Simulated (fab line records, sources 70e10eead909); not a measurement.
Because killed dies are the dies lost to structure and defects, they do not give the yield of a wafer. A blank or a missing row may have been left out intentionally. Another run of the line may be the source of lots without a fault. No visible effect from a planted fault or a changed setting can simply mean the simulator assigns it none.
One fault seen from 2 desks -- flow nand-harc -- numbers are kept per desk, each desk with only its own; the story behind them comes last

## THE METROLOGY DESK
Lot by lot, what the gauges showed, no matter which tool ran the lot: averages of those sampled wafers that carry a number. A lot is out of limits, marked OUT, if its mean lies more than 4 standard deviations from the usual mean; the brackets give that distance.
Columns: A = thk-nm at NHARC_A_DECK1_JOINT_THK_MEAS_17, usual 45.0 nm; B = thk-nm at NHARC_A_ONON_D2_THK_MEAS_08, usual 1000 nm
lot,first seen here,A,B
L655,day 12 22:06,44.3,1007
L656,day 12 22:07,44.8,1007
L657,day 13 14:17,45.2,1007
L659,day 14 02:35,47.0,978
L661,day 14 18:24,44.9,996
L667,day 17 21:07,50.8 (+4.8) OUT,1001
L668,day 18 08:08,51.2 (+5.2) OUT,993
L673,day 19 12:14,44.7,1002
L674,day 19 22:11,44.5,1021
L675,day 20 22:12,45.1,1007
L677,day 21 06:14,45.6,1007
L678,day 21 22:08,45.2,976
This desk finds L667, L668 out of limits, L667 being first, at day 17 21:07 (thk-nm at NHARC_A_DECK1_JOINT_THK_MEAS_17). Within limits: L655, L656, L657, L659, L661, L673, L674, L675, L677, L678.

## FOR THE TOOL OWNER'S DESK: pecvd-03
The tool's own readings at NHARC_A_DECK1_JOINT_DEP_16 (deposits SiO2, target thk 45 nm): means of the sampled wafers that have a number, for each lot that ran on this tool. A lot is out of limits, marked OUT, if its mean lies more than 4 standard deviations from the usual mean; the brackets give that distance.
Columns: A = heater-power-w at NHARC_A_DECK1_JOINT_DEP_16, usual 586 W; B = mfc-precursor-sccm at NHARC_A_DECK1_JOINT_DEP_16, usual 161.4 sccm; C = throttle-valve-pct at NHARC_A_DECK1_JOINT_DEP_16, usual 15.9 %
lot,first seen here,A,B,C
L655,day 12 21:51,598,161.3,16.1
L661,day 14 18:08,596,161.1,16.5
L667,day 17 20:53,590,186.0 (+48) OUT,16.1
L668,day 18 07:53,570,185.6 (+48) OUT,16.1
This desk finds L667, L668 out of limits, L667 being first, at day 17 20:53 (mfc-precursor-sccm at NHARC_A_DECK1_JOINT_DEP_16). Within limits: L655, L661.

## BROUGHT TOGETHER
The tool owner's desk could have raised an alarm at day 17 20:53, on L667, L668.
At day 17 21:07 the metrology desk could have sounded an alarm, on L667, L668.
Every lot named ran NHARC_A_DECK1_JOINT_DEP_16 on pecvd-03.

## WHAT THE SIMULATOR PUT IN
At NHARC_A_DECK1_JOINT_DEP_16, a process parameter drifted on pecvd-03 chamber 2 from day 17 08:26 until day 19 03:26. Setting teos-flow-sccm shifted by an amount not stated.
Lots struck among those shown: L667, L668.
Counting hours from when the fault started, the first reading out of limits came at 12 for the tool owner's desk and at 13 for the metrology desk.
